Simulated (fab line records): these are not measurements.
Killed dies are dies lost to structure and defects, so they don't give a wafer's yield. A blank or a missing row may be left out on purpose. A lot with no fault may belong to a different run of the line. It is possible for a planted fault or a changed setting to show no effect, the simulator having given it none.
fab line records	flow n5-finfet
record: lots: 6	wafers: 16	last-day: 21
route steps=1938 shown ZERO_LAYER@13 WELL_APT@20 BEOL_M4@1111 PASSIVATION@1936
lots untouched by any fault: they come from a run of this same line in which no faults occurred
start-h: the number of hours between the record's first day and the start of the first shown wafer of the lot	wait-h: hours elapsed since this lot's preceding step	" same as the row above	L1.1+2: a single row standing in for several wafers	- no value, or no start was given	* or withheld: withheld	< > ~ a bound
route shown NAME@n: names a module that has steps shown in the file, with the first one's number in the route	usual: mean/standard deviation taken from wafers without a fault	same: alike in all rows	chamber/n: place in a boat	sites: the reading at each site	_std_site: standard deviation of those values	_edge_site: mean of outer sites minus mean of inner sites	radius-mm: for every site, how far away it sits from the centre of the wafer	mask NAME#n: copy n	behind: the tool/chamber that last shaped the wafer	hold: cause of the lot's hold/its duration in hours/its outcome	device: transistor that didn't switch, given as n, p or np	end of line: tests run on the same wafers once the route is complete	for a step that has no rows: nothing shown but its recipe	killed: the dies lost at the first sort to structure and to defects; this is not the yield of the wafer	map: the dies of a wafer, with x for killed, . for not killed, _ for no die there
set.NAME: the setting the step ran with; set.NAME@STEP: the setting that earlier step ran with	model.NAME: the simulator's own value behind a step, which no gauge read
lots at some steps of the route; a table a step, a row a wafer
services: when a tool's chamber went out of use (start-h, in hours from the record's first day, below 0 if earlier), for how many hours, and the reason
== steps ==
step: N5_ZERO_LAYER_CD_MEAS_11
recipe: target-cd-nm: 2000	landing-energy-ev: 500	detector: se-inlens
usual: cd-nm: 1999.2/1.6
lot.wafer	tool	chamber	start-h	wait-h	cd-nm
L483.3	cd-sem-02	0	54.65	-	1998.4
L483.5	"	0	"	"	1999.5
L483.6	"	0	"	"	1998.3
L486.2	cd-sem-01	0	72.77	-	2002.1
L486.3	"	0	"	"	2001.9
L487.3	cd-sem-01	0	78.78	-	2000.0
L487.5	"	0	"	"	2000.6
L489.1	cd-sem-01	0	90.77	-	1998.2
L489.3	"	0	"	"	1998.7
L489.5	"	0	"	"	2000.6
L496.2	cd-sem-02	0	132.79	-	2000.6
L496.3	"	0	"	"	1999.4
L496.4	"	0	"	"	1998.5
L499.1	cd-sem-01	0	150.79	-	1995.6
L499.2	"	0	"	"	1998.1
L499.6	"	0	"	"	1997.0
step: N5_ZERO_LAYER_DESCUM_16
recipe: chemistry: O2	time-s: 7.9	source-power-w: 50	bias-power-w: 20	pressure-mtorr: 20	rf-frequency-hz: 2.712e+07	temp-c: 40	o2-flow-sccm: 225
usual: bias-power-w: 20.00/0.058	drypump-motor-current-A: 5.8/0.36	oes-product-au: 0.79/0.093	rf-fwd-power-W: 49.30/0.23	rf-vpp-V: 243.1/1.4	showerhead-plenum-p-Torr: 2.09/0.069	throttle-valve-pct: 20.45/0.21
lot.wafer	tool	chamber	start-h	wait-h	bias-power-w	drypump-motor-current-A	oes-product-au	rf-fwd-power-W	rf-hours-counter-h	rf-vpp-V	showerhead-plenum-p-Torr	throttle-valve-pct
L483.3	rie-diel-03	2	54.68	0.0	20.06	5.9	0.91	49.48	15	245.0	2.14	20.28
L483.5	"	3	"	"	20.06	6.2	0.85	49.35	-	243.0	2.03	20.13
L483.6	"	0	"	"	20.03	6.0	0.98	49.49	-	243.1	2.07	20.55
L486.2	rie-diel-03	2	72.80	0.0	19.96	5.9	0.89	49.82	20	242.7	2.14	20.31
L486.3	"	3	"	"	20.01	6.2	0.86	49.66	64	242.8	2.03	20.15
L487.3	rie-diel-06	2	78.81	0.0	19.99	5.6	0.83	48.81	75	243.8	2.12	20.31
L487.5	"	3	"	"	20.17	5.8	0.71	49.28	-	241.7	1.99	20.23
L489.1	rie-diel-01	1	90.80	0.0	19.94	5.6	0.74	49.47	205	242.3	1.99	20.64
L489.3	"	0	"	"	19.96	5.4	0.69	49.40	238	243.0	2.06	20.75
L489.5	"	1	"	"	19.89	5.6	0.73	49.77	-	240.3	1.99	20.65
L496.2	rie-diel-01	2	133.11	0.3	19.96	5.7	0.85	49.47	58	244.3	2.13	20.64
L496.3	"	1	"	"	20.06	5.6	0.72	49.59	220	241.2	1.98	20.66
L496.4	"	2	"	"	20.05	5.7	0.84	49.37	-	244.7	2.13	20.61
L499.1	rie-diel-06	3	150.93	0.1	20.00	5.8	0.69	49.17	224	242.8	1.98	20.26
L499.2	"	0	"	"	19.98	6.5	0.77	49.41	135	245.6	2.19	20.39
L499.6	"	2	"	"	19.99	5.5	0.81	49.38	-	241.8	2.11	20.35
step: N5_ZERO_LAYER_ETCH_17
recipe: chemistry: CF4	target: SiO2	target-depth-a: 120	time-s: 13.3	ion-energy-ev: 350	pressure-mtorr: 40	source-w: 450	bias-w: 215	Ar_flow_sccm: 100	cf4-flow-sccm: 100
usual: cf4-flow-sccm: 100.00/0.3	drypump-motor-current-A: 5.8/0.36	oes-product-au: 0.79/0.094	rf-fwd-power-W: 446.0/1.8	rf-vpp-V: 948/4.1	showerhead-plenum-p-Torr: 2.14/0.066	throttle-valve-pct: 15.67/0.22
lot.wafer	tool	chamber	start-h	wait-h	cf4-flow-sccm	drypump-motor-current-A	oes-product-au	rf-fwd-power-W	rf-hours-counter-h	rf-vpp-V	showerhead-plenum-p-Torr	throttle-valve-pct
L483.3	rie-diel-03	2	54.72	0.0	99.55	5.8	0.93	447.7	15	951	2.19	15.50
L483.5	"	3	"	"	99.68	6.2	0.86	446.7	-	946	2.09	15.39
L483.6	"	0	"	"	99.87	6.0	0.98	447.2	-	947	2.11	15.63
L486.2	rie-diel-03	2	72.84	0.0	99.82	5.9	0.90	445.8	20	951	2.19	15.51
L486.3	"	3	"	"	100.27	6.1	0.85	444.7	64	946	2.08	15.41
L487.3	rie-diel-06	2	78.85	0.0	99.92	5.5	0.84	445.6	75	950	2.17	15.49
L487.5	"	3	"	"	100.15	5.8	0.72	443.5	-	941	2.04	15.51
L489.1	rie-diel-01	1	90.84	0.0	100.11	5.6	0.72	446.2	205	943	2.04	15.87
L489.3	"	0	"	"	100.03	5.4	0.68	445.5	238	947	2.12	16.02
L489.5	"	1	"	"	99.75	5.6	0.72	446.9	-	941	2.04	15.88
L496.2	rie-diel-01	2	133.14	0.0	100.09	5.7	0.83	447.9	58	950	2.18	15.81
L496.3	"	1	"	"	100.35	5.6	0.72	445.3	220	942	2.03	15.90
L496.4	"	2	"	"	99.58	5.7	0.83	451.4	-	953	2.18	15.81
L499.1	rie-diel-06	3	150.97	0.0	99.83	5.8	0.70	447.1	224	943	2.03	15.55
L499.2	"	0	"	"	100.13	6.5	0.78	445.3	135	955	2.23	15.58
L499.6	"	2	"	"	100.09	5.5	0.82	444.9	-	949	2.16	15.55
step: N5_ZERO_LAYER_ETCH_18
recipe: chemistry: HBr/Cl2	target: Si	target-depth-a: 1200	time-s: 40	pressure-mtorr: 10	icp-w: 800	bias-w: 75	HBr_flow_sccm: 150	Cl2_flow_sccm: 80
usual: drypump-motor-current-A: 5.8/0.46	oes-product-au: 0.999/0.016	rf-fwd-power-W: 795.1/2.9	throttle-valve-pct: 36.40/0.25
lot.wafer	tool	chamber	start-h	wait-h	drypump-motor-current-A	oes-product-au	rf-fwd-power-W	rf-hours-counter-h	throttle-valve-pct
L483.3	rie-si-01	0	54.79	0.0	4.9	1.016	799.2	110	36.78
L483.5	"	1	"	"	5.1	0.988	793.3	-	36.42
L483.6	"	2	"	"	5.9	0.973	795.9	-	35.93
L486.2	rie-si-01	1	72.91	0.0	5.1	0.994	793.2	139	36.40
L486.3	"	2	"	"	5.9	0.973	794.1	103	35.93
L487.3	rie-si-03	3	78.92	0.0	6.2	1.010	794.9	3	36.30
L487.5	"	2	"	"	5.7	1.005	797.9	-	36.42
L489.1	rie-si-05	1	90.91	0.0	6.3	1.019	793.6	29	36.26
L489.3	"	0	"	"	6.0	0.988	796.1	16	36.11
L489.5	"	1	"	"	6.3	1.033	792.3	-	36.27
L496.2	rie-si-05	0	133.22	0.0	6.0	1.004	792.6	17	36.11
L496.3	"	2	"	"	5.9	1.003	796.6	90	36.52
L496.4	"	3	"	"	5.8	0.973	794.5	112	36.23
L499.1	rie-si-05	2	151.04	0.0	5.9	1.005	794.3	91	36.53
L499.2	"	3	"	"	5.8	0.978	796.7	112	36.24
L499.6	"	3	"	"	5.8	0.976	795.1	-	36.24
step: N5_ZERO_LAYER_STRIP_24
recipe: chemistry: O2	power-w: 1000	temp-c: 250	overash-fraction: 0.3	pressure-mtorr: 1000	o2-flow-sccm: 6750
usual: drypump-motor-current-A: 6.0/0.48	heater-power-w: 303/16	oes-product-au: 0.647/0.0041	strip-time-to-endpoint-s: 43.85/0.093
lot.wafer	tool	chamber	start-h	wait-h	drypump-motor-current-A	heater-power-w	oes-product-au	rf-hours-counter-h	strip-time-to-endpoint-s
L483.3	plasma-asher-01	1	54.91	0.1	6.0	300	0.647	-	43.78
L483.5	"	0	"	"	6.0	284	0.637	-	43.84
L483.6	"	1	"	"	6.1	292	0.648	-	43.72
L486.2	plasma-asher-02	1	73.02	0.1	5.1	316	0.658	40	43.76
L486.3	"	1	"	"	5.1	322	0.641	-	43.91
L487.3	plasma-asher-02	0	79.04	0.1	6.6	326	0.649	-	43.66
L487.5	"	1	"	"	5.1	318	0.646	-	43.58
L489.1	plasma-asher-02	1	91.02	0.1	5.1	320	0.654	44	43.87
L489.3	"	0	"	"	6.6	318	0.654	-	43.78
L489.5	"	1	"	"	5.1	318	0.643	-	43.80
L496.2	plasma-asher-02	1	133.32	0.1	5.1	317	0.650	52	43.99
L496.3	"	0	"	"	6.6	324	0.651	-	43.96
L496.4	"	1	"	"	5.1	315	0.652	-	43.93
L499.1	plasma-asher-01	0	151.14	0.1	6.0	285	0.646	97	43.93
L499.2	"	1	"	"	6.0	296	0.653	97	43.84
L499.6	"	1	"	"	6.0	298	0.645	-	43.97
step: N5_ZERO_LAYER_STRIP_19
recipe: chemistry: SPM	time-s: 900	temp-c: 130	h2so4-h2o2-vol-ratio: 4	dry: ipa-marangoni
step: N5_ZERO_LAYER_INSPECT_20
recipe: inspect-instrument: darkfield	mode: post-clean
usual: raw-defect-count: 33/15
lot.wafer	tool	chamber	start-h	wait-h	raw-defect-count
L483.3	defect-inspect-01	-	55.26	0.0	42
L483.5	"	-	"	"	49
L483.6	"	-	"	"	62
L486.2	defect-inspect-01	-	73.38	0.0	48
L486.3	"	-	"	"	27
L487.3	defect-inspect-01	-	79.39	0.0	24
L487.5	"	-	"	"	34
L489.1	defect-inspect-01	-	91.40	0.0	32
L489.3	"	-	"	"	28
L489.5	"	-	"	"	31
L496.2	defect-inspect-01	-	133.71	0.0	33
L496.3	"	-	"	"	28
L496.4	"	-	"	"	37
L499.1	defect-inspect-01	-	151.50	0.0	30
L499.2	"	-	"	"	28
L499.6	"	-	"	"	13
step: N5_WELL_APT_HMDS_01
recipe: time-s: 60	temp-c: 120
step: N5_WELL_APT_COAT_02
recipe: spin-rpm: 1357	resist-thk-nm: 950
step: N5_WELL_APT_EBR_04
recipe: solvent: PGMEA	ebr-width-mm: 1.5
step: N5_WELL_APT_SOFTBAKE_03
recipe: temp-c: 130	time-s: 60
step: N5_WELL_APT_EXPOSE_05
recipe: mask-id: NWELL	na: 0.8	source-shape: conventional	sigma-outer: 0.8	polarization: unpolarized	defocus-nm: 0	target-cd-nm: 200	dose-mj: 20.3
step: N5_WELL_APT_PEB_06
recipe: peb-temp-c: 130	peb-time-s: 90
usual: exhaust-pa: 45.1/0.87
lot.wafer	tool	chamber	start-h	wait-h	exhaust-pa
L483.3	litho-track-01	0	55.57	0.0	45.2
L483.5	"	0	"	"	44.3
L483.6	"	0	"	"	44.8
L486.2	litho-track-01	0	73.69	0.0	44.2
L486.3	"	0	"	"	45.0
L487.3	litho-track-01	0	79.70	0.0	44.9
L487.5	"	0	"	"	44.3
L489.1	litho-track-04	0	91.71	0.1	45.9
L489.3	"	0	"	"	46.2
L489.5	"	0	"	"	45.5
L496.2	litho-track-04	0	133.90	0.0	45.0
L496.3	"	0	"	"	47.0
L496.4	"	0	"	"	46.5
L499.1	litho-track-03	0	151.82	0.1	44.6
L499.2	"	0	"	"	45.6
L499.6	"	0	"	"	44.5
step: N5_WELL_APT_DEVELOP_07
recipe: develop-time-s: 45	rinse-liquid: surfactant-rinse	dry: air-spin	dev-temp-c: 21
step: N5_WELL_APT_HARDBAKE_12
recipe: temp-c: 130	time-s: 120
step: N5_WELL_APT_CD_MEAS_08
recipe: target-cd-nm: 200	landing-energy-ev: 500	detector: se-inlens
usual: cd-nm: 199.7/1.4
lot.wafer	tool	chamber	start-h	wait-h	cd-nm
L483.3	cd-sem-03	0	55.69	-	200.0
L483.5	"	0	"	"	200.1
L483.6	"	0	"	"	200.4
L486.2	cd-sem-01	0	73.81	-	200.1
L486.3	"	0	"	"	206.8
L487.3	cd-sem-02	0	79.82	-	206.0
L487.5	"	0	"	"	200.5
L489.1	cd-sem-03	0	91.83	-	197.2
L489.3	"	0	"	"	198.2
L489.5	"	0	"	"	198.2
L496.2	cd-sem-02	0	134.01	-	198.5
L496.3	"	0	"	"	199.3
L496.4	"	0	"	"	198.6
L499.1	cd-sem-01	0	151.93	-	199.2
L499.2	"	0	"	"	198.6
L499.6	"	0	"	"	198.8
step: N5_WELL_APT_OVL_MEAS_09
recipe: points-per-wafer: 44
usual: NWELL_OVL: 2/6.1
lot.wafer	tool	chamber	start-h	wait-h	NWELL_OVL[nm]
L483.3	overlay-02	0	55.71	0.0	6
L483.5	"	0	"	"	1
L483.6	"	0	"	"	-2
L486.2	overlay-02	0	73.84	0.0	-7
L486.3	"	0	"	"	7
L487.3	overlay-01	0	79.84	0.0	-3
L487.5	"	0	"	"	-4
L489.1	overlay-01	0	91.86	0.0	-2
L489.3	"	0	"	"	-12
L489.5	"	0	"	"	4
L496.2	overlay-01	0	134.04	0.0	9
L496.3	"	0	"	"	5
L496.4	"	0	"	"	2
L499.1	overlay-02	0	151.96	0.0	5
L499.2	"	0	"	"	7
L499.6	"	0	"	"	0
step: N5_WELL_APT_INSPECT_10
recipe: mode: adi	inspect-instrument: macro
usual: raw-defect-count: 2.0/1.6
lot.wafer	tool	chamber	start-h	wait-h	raw-defect-count
L483.3	defect-inspect-02	-	55.74	0.0	2
L483.5	"	-	"	"	3
L483.6	"	-	"	"	2
L486.2	defect-inspect-01	-	73.87	0.0	1
L486.3	"	-	"	"	0
L487.3	defect-inspect-01	-	79.87	0.0	0
L487.5	"	-	"	"	1
L489.1	defect-inspect-01	-	91.88	0.0	1
L489.3	"	-	"	"	1
L489.5	"	-	"	"	0
L496.2	defect-inspect-01	-	134.07	0.0	4
L496.3	"	-	"	"	4
L496.4	"	-	"	"	2
L499.1	defect-inspect-01	-	151.99	0.0	3
L499.2	"	-	"	"	1
L499.6	"	-	"	"	0
step: N5_WELL_APT_DESCUM_13
recipe: chemistry: O2	time-s: 7.9	source-power-w: 50	bias-power-w: 20	pressure-mtorr: 20	rf-frequency-hz: 2.712e+07	temp-c: 40	o2-flow-sccm: 225
usual: bias-power-w: 20.00/0.057	drypump-motor-current-A: 5.7/0.38	oes-product-au: 0.76/0.069	rf-fwd-power-W: 49.68/0.16	rf-vpp-V: 243.2/1.5	showerhead-plenum-p-Torr: 2.09/0.087	throttle-valve-pct: 20.51/0.12
lot.wafer	tool	chamber	start-h	wait-h	bias-power-w	drypump-motor-current-A	oes-product-au	rf-fwd-power-W	rf-hours-counter-h	rf-vpp-V	showerhead-plenum-p-Torr	throttle-valve-pct	model.WELL_APT.cd-nm
L483.3	rie-diel-04	3	55.77	0.0	19.98	5.1	0.73	49.90	191	243.9	2.17	20.59	199.9
L483.5	"	0	"	"	20.05	6.1	0.71	49.78	-	242.9	1.98	20.52	200
L483.6	"	3	"	"	19.98	5.1	0.74	49.91	-	244.1	2.17	20.60	200.6
L486.2	rie-diel-02	2	73.96	0.1	20.01	5.7	0.85	49.49	61	244.2	2.21	20.44	200.3
L486.3	"	3	"	"	20.07	5.6	0.81	49.61	109	241.9	2.02	20.56	206.7
L487.3	rie-diel-02	3	79.90	0.0	20.10	5.6	0.80	49.67	112	242.5	2.02	20.56	206.2
L487.5	"	1	"	"	20.08	5.8	0.76	49.50	-	243.1	2.19	20.37	200.7
L489.1	rie-diel-05	1	91.92	0.0	19.95	5.4	0.69	50.02	226	239.7	1.98	20.53	197.3
L489.3	"	0	"	"	20.02	6.3	0.69	49.47	242	245.8	2.15	20.72	198
L489.5	"	3	"	"	20.09	6.6	0.73	49.77	-	244.5	2.19	20.53	197.9
L496.2	rie-diel-04	0	134.34	0.3	19.99	6.1	0.69	49.66	242	242.1	1.97	20.59	198.4
L496.3	"	1	"	"	19.86	5.6	0.93	49.56	24	242.6	2.04	20.51	199.4
L496.4	"	2	"	"	19.94	5.1	0.71	49.99	194	243.5	2.07	20.44	198.2
L499.1	rie-diel-04	2	152.02	0.0	20.07	5.2	0.70	49.98	200	242.7	2.07	20.46	199.2
L499.2	"	3	"	"	20.10	5.1	0.71	49.86	223	243.3	2.16	20.63	198.6
L499.6	"	0	"	"	19.93	6.1	0.68	49.59	-	241.8	1.97	20.58	198.8
step: N5_WELL_APT_IMPLANT_14
recipe: species: P	energy-kev: 160	dose-cm2: 1.5e+13	tilt-deg: 0	rotation-deg: 0
step: N5_BEOL_M4_RC_MEAS_101
usual: DIBL_N: 36.3/1.1	DIBL_P: 36.3/1.4	IOFF_N: 0.155/0.019	IOFF_P: 0.211/0.027	ION_N: 672/8.5	ION_P: 462/5.8	SS_N: 71.5/0.56	SS_P: 73.3/0.52	VT_N: 249.9/2.5	VT_P: -249.8/2.8
lot.wafer	tool	chamber	start-h	wait-h	DIBL_N[mV/V]	DIBL_P[mV/V]	IOFF_N[nA/um]	IOFF_P[nA/um]	ION_N[uA/um]	ION_P[uA/um]	SS_N[mV/dec]	SS_P[mV/dec]	VT_N[mV]	VT_P[mV]
L483.3	prober-02	0	289.88	0.3	35.3	35.3	0.149	0.185	672	461	71.3	73.5	249.7	-252.8
L483.5	"	0	"	"	36.5	37.0	0.173	0.213	683	468	71.7	73.4	246.0	-247.2
L483.6	"	0	"	"	37.4	37.2	0.183	0.226	678	457	71.5	73.6	247.7	-249.5
L486.2	prober-02	0	322.26	0.2	37.0	36.2	0.150	0.203	672	461	71.5	73.3	250.7	-250.7
L486.3	"	0	"	"	38.3	37.2	0.163	0.214	676	461	71.0	73.1	247.3	-252.3
L487.3	prober-01	0	324.41	0.3	36.5	36.3	0.144	0.179	664	454	71.0	72.9	252.7	-253.3
L487.5	"	0	"	"	37.2	37.4	0.153	0.197	668	454	72.6	73.4	248.3	-252.3
L489.1	prober-01	0	346.49	0.0	37.2	38.0	0.160	0.261	667	461	72.4	74.0	251.0	-245.5
L489.3	"	0	"	"	37.6	37.7	0.167	0.255	670	464	72.8	73.9	249.2	-244.0
L489.5	"	0	"	"	37.1	35.7	0.153	0.217	664	457	73.1	73.4	250.6	-251.0
L499.1	prober-02	0	364.38	0.0	35.9	34.7	0.147	0.209	663	460	72.1	73.2	251.5	-247.4
L499.2	"	0	"	"	38.3	37.1	0.191	0.245	680	464	72.3	73.6	247.8	-247.4
L499.6	"	0	"	"	36.6	35.4	0.158	0.219	677	466	72.4	73.8	249.6	-251.6
L496.2	prober-02	0	390.21	0.2	37.2	37.6	0.175	0.237	686	467	71.5	73.8	245.8	-248.3
L496.3	"	0	"	"	36.9	37.1	0.168	0.230	677	466	71.7	73.5	245.2	-246.1
L496.4	"	0	"	"	36.7	37.0	0.160	0.228	682	471	71.8	73.3	247.4	-247.4
step: N5_PASSIVATION_PROBE_49
usual: defect-limited-yield: 91.4/1.2	killed_at_M0_to_M3: 34/10	killed_at_M4_up: 14/5.1	killed-at-contacts: 12/6.4	killed-at-front-end: 38/9.3	killed-at-other: 4/3	killed-dies: 102/15	killed-open: 67/12	killed-short: 33/6.9	sort_bin_5_function: 5.0/0.86	sort_bin_6_memory: 3.2/0.58	sort-n-pass: 1078/15	sort-yield-pct: 91.4/1.2
same: gross-dies: 1180	killed-at-back-side: 0	sort_bin_4_leakage[%]: 0	sort_bin_8_speed[%]: 0
lot.wafer	tool	chamber	start-h	wait-h	defect-limited-yield[%]	killed_at_M0_to_M3	killed_at_M4_up	killed-at-contacts	killed-at-front-end	killed-at-other	killed-dies	killed-open	killed-short	sort_bin_5_function[%]	sort_bin_6_memory[%]	sort-n-pass	sort-yield-pct[%]
L486.2	prober-02	-	421.94	0.2	91.9	30	9	6	49	1	95	60	28	4.2	3.1	1085	91.9
L486.3	prober-02	-	421.99	0.3	91.0	39	18	4	42	3	106	59	41	4.3	3.4	1074	91.0
L487.3	prober-01	-	435.13	0.1	91.6	27	11	12	42	7	99	57	41	4.5	3.3	1081	91.6
L489.1	prober-02	-	468.33	0.7	88.5	59	10	18	47	2	136	86	49	7.4	3.6	1044	88.5
L489.3	prober-02	-	468.43	0.8	90.3	34	17	7	56	1	115	66	46	6.0	3.5	1065	90.3
L489.5	prober-02	-	468.53	0.9	89.4	43	15	18	44	5	125	84	39	5.9	4.1	1055	89.4
killed by level:class
L486.2 FIN_SAQP:geometric-particle:open=11 BEOL_M0_SAQP:geometric-particle:short=7 BEOL_M0_SAQP:geometric-particle:open=6 BEOL_M1:geometric-particle:open=6 BEOL_M4:geometric-particle:open=6 STI_FIN_REVEAL:geometric-particle:open=5 MOL_CONTACT_COAG:geometric-particle:open=5 STARTING-WAFER:geometric-particle:open=5
L486.3 STI_FIN_REVEAL:geometric-particle:open=13 BEOL_M0_SAQP:geometric-particle:short=11 BEOL_M0_SAQP:geometric-particle:open=6 BEOL_M1:geometric-particle:open=6 BEOL_M4:geometric-particle:open=6 BEOL_M1:geometric-particle:short=5 BEOL_M3:geometric-particle:open=5 FIN_SAQP:geometric-particle:short=4
L487.3 MOL_CONTACT_COAG:geometric-particle:open=11 FIN_SAQP:geometric-particle:short=10 BEOL_M0_SAQP:geometric-particle:open=7 GATE_CUT:geometric-particle:short=6 BEOL_M0_SAQP:geometric-particle:short=5 BEOL_M3:geometric-particle:open=5 STARTING-WAFER:geometric-particle:open=5 FIN_SAQP:geometric-particle:open=4
L489.1 BEOL_M2:geometric-particle:open=19 FIN_SAQP:geometric-particle:short=18 MOL_CONTACT_COAG:geometric-particle:open=16 BEOL_M1:geometric-particle:open=12 FIN_SAQP:geometric-particle:open=11 BEOL_M0_SAQP:geometric-particle:short=9 STI_FIN_REVEAL:geometric-particle:open=6 BEOL_M0_SAQP:geometric-particle:open=5
L489.3 FIN_SAQP:geometric-particle:short=19 STI_FIN_REVEAL:geometric-particle:open=11 BEOL_M2:geometric-particle:open=9 BEOL_M0_SAQP:geometric-particle:short=8 BEOL_M5:geometric-particle:open=7 BEOL_M0_SAQP:geometric-particle:open=7 FIN_SAQP:geometric-particle:open=6 MOL_CONTACT_COAG:geometric-particle:open=6
L489.5 MOL_CONTACT_COAG:geometric-particle:open=16 FIN_SAQP:geometric-particle:open=14 BEOL_M2:geometric-particle:open=12 BEOL_M0_SAQP:geometric-particle:short=10 BEOL_M0_SAQP:geometric-particle:open=10 FIN_SAQP:geometric-particle:short=9 GATE_CUT:geometric-particle:short=5 BEOL_M3:geometric-particle:open=5
== services ==
tool	chamber	start-h	hours	kind
rie-diel-01	1	48.99	5.8	repair
plasma-asher-01	-	58.58	1.2	repair
rie-si-05	1	74.49	10.9	repair
rie-diel-01	3	77.62	-	clean
rie-diel-01	3	77.62	-	consumable-replace:focus-ring
rie-diel-01	3	77.62	17.9	scheduled-down
rie-diel-01	3	77.62	17.9	vent-cycle
rie-diel-04	3	81.15	6.9	repair
rie-diel-03	-	82.64	0.7	repair
rie-si-05	0	92.54	11.7	repair
rie-si-05	2	97.20	1.3	repair
rie-diel-03	3	106.94	1.8	repair
rie-diel-06	1	123.02	-	clean
rie-diel-06	1	123.02	-	consumable-replace:focus-ring
rie-diel-06	1	123.02	17.3	scheduled-down
rie-si-01	0	124.05	7.7	repair
rie-diel-03	0	125.34	6.0	repair
rie-diel-05	1	126.71	2.8	repair
rie-diel-01	0	128.42	-	clean
rie-diel-01	0	128.42	-	consumable-replace:focus-ring
rie-diel-01	0	128.42	12.2	scheduled-down
rie-diel-01	0	128.42	12.2	vent-cycle
rie-diel-05	2	144.20	3.8	repair
rie-si-01	1	150.52	1.5	repair
== key ==
first-sign: step: N5_WELL_APT_CD_MEAS_08	reading: cd-nm	direction: up	sigmas: 4.9	usual: 199.7	struck: 206.4
effect none on later readings
model-effect: step: N5_WELL_APT_DESCUM_13	value: WELL_APT.cd-nm	without: 199.6	struck: 206.4
met-at N5_WELL_APT_PEB_06
struck-wafers L486.3,L487.3
onset-between 55.57 73.69
fault: kind: process-parameter-drift	tool: litho-track-01	chamber: -	onset-h: 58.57	steps: N5_WELL_APT_PEB_06	channel: peb-time-s	offset: *	shape: step	end-h: 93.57	scope: struck-wafers-only	acts-in: *	stated: *
